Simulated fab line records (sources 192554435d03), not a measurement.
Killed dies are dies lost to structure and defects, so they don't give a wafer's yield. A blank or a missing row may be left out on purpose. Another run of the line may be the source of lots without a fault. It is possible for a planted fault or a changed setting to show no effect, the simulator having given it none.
Split-lot experiment	flow n5_finfet	7 lots, 39 wafers read, on a route of 1938 steps

== SPLIT DETAILS ==
At N5_DUMMY_GATE_ETCH_32 (etches SiO2 in CF4, target depth 3.5 nm, time 3.9 s), the setting time_s was moved away from the recipe's 3.9 s on 18 of the 39 wafers read, by -19.3% to +21.3%. This setting was run at the recipe's value on the other wafers.

Reading taken at the split's own step.

== THE READING ==
etch.depth_nm (the simulator's own value, which no gauge read), in nm, at N5_DUMMY_GATE_ETCH_32 (etches SiO2 in CF4, target depth 3.5 nm, time 3.9 s). The file does not state a usual value for it. Average 3.547 nm, standard deviation 0.071 nm, over the 21 wafers here run with the recipe.

wafer	tool, chamber at the split	time_s as run, s	against the recipe	etch.depth_nm, nm	against lot-mates on the recipe
L074.1	rie_si-02, 2	3.9	recipe	3.532	-
L074.2	rie_si-02, 0	4.37	+12.1%	3.887	+0.356
L074.3	rie_si-02, 3	3.9	recipe	3.6	-
L074.4	rie_si-02, 1	4.37	+12.1%	3.946	+0.415
L074.5	rie_si-02, 1	4.37	+12.1%	3.985	+0.454
L074.6	rie_si-02, 0	3.9	recipe	3.462	-
L077.1	rie_si-02, 1	3.9	recipe	3.541	-
L077.2	rie_si-02, 3	3.9	recipe	3.617	-
L077.3	rie_si-02, 2	4.546	+16.6%	4.111	+0.547
L077.4	rie_si-02, 0	4.546	+16.6%	4.08	+0.516
L077.5	rie_si-02, 0	4.546	+16.6%	4.074	+0.510
L077.6	rie_si-02, 1	3.9	recipe	3.533	-
L081.3	rie_si-02, 0	3.9	recipe	3.473	-
L081.5	rie_si-02, 1	3.9	recipe	3.566	-
L081.6	rie_si-02, 2	3.9	recipe	3.561	-
L083.1	rie_si-06, 3	3.9	recipe	3.547	-
L083.2	rie_si-06, 1	3.9	recipe	3.572	-
L083.3	rie_si-06, 0	3.528	-9.5%	3.284	-0.277
L083.4	rie_si-06, 2	3.528	-9.5%	3.007	-0.554
L083.5	rie_si-06, 2	3.528	-9.5%	3.002	-0.559
L083.6	rie_si-06, 3	3.9	recipe	3.563	-
L085.1	rie_si-02, 2	3.9	recipe	3.524	-
L085.2	rie_si-02, 0	3.9	recipe	3.506	-
L085.3	rie_si-02, 3	3.549	-9.0%	3.276	-0.221
L085.4	rie_si-02, 1	3.549	-9.0%	3.235	-0.262
L085.5	rie_si-02, 0	3.9	recipe	3.46	-
L085.6	rie_si-02, 1	3.549	-9.0%	3.209	-0.288
L087.1	rie_si-02, 2	3.147	-19.3%	2.801	-0.777
L087.2	rie_si-02, 3	3.9	recipe	3.627	-
L087.3	rie_si-02, 1	3.147	-19.3%	2.856	-0.722
L087.4	rie_si-02, 0	3.9	recipe	3.468	-
L087.5	rie_si-02, 3	3.9	recipe	3.638	-
L087.6	rie_si-02, 2	3.147	-19.3%	2.828	-0.750
L097.1	rie_si-06, 0	4.732	+21.3%	4.48	+0.916
L097.2	rie_si-06, 2	3.9	recipe	3.381	-
L097.3	rie_si-06, 3	3.9	recipe	3.621	-
L097.4	rie_si-06, 1	4.732	+21.3%	4.373	+0.809
L097.5	rie_si-06, 0	3.9	recipe	3.689	-
L097.6	rie_si-06, 3	4.732	+21.3%	4.384	+0.820

THE FIT
A straight line over all 39 wafers: etch.depth_nm changes by +0.0375 nm for each +1% of time_s; r = +0.98; the points scatter about the line by 0.081 nm.
The same after taking each lot's own level away (the mean of its wafers on the recipe; 39 wafers): +0.0374 nm for each +1%; r = +0.98; scatter 0.082 nm.
That fit puts the effect of the largest move of time_s on the reading at 0.8 nm.
The span of the lots' own levels, 3.4967 to 3.5777 nm, comes to 1.1 times the standard deviation stated above.
Consequently the slope shifts little with the lot-to-lot level, the two slopes agreeing.
Check: +0.768 nm against its lot-mates is what the line predicts for one of the wafers moved furthest among these (+21.3%) when that wafer is left out of the fit. Against them it came out at +0.916 nm.

== OTHER SPLITS ON THESE WAFERS ==
These wafers also went through other splits before the reading. Each is held against what the fit with the lots' levels taken away leaves over:
other split on the same wafers	wafers away from the commonest value	r with etch.depth_nm (lot level and that fit taken away)
N5_DUMMY_GATE_ETCH_37 source_w	12	+0.24

== FILE'S OWN FIT ==
etch.depth_nm changes by +0.0373 nm for each +1% of time_s, r = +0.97.
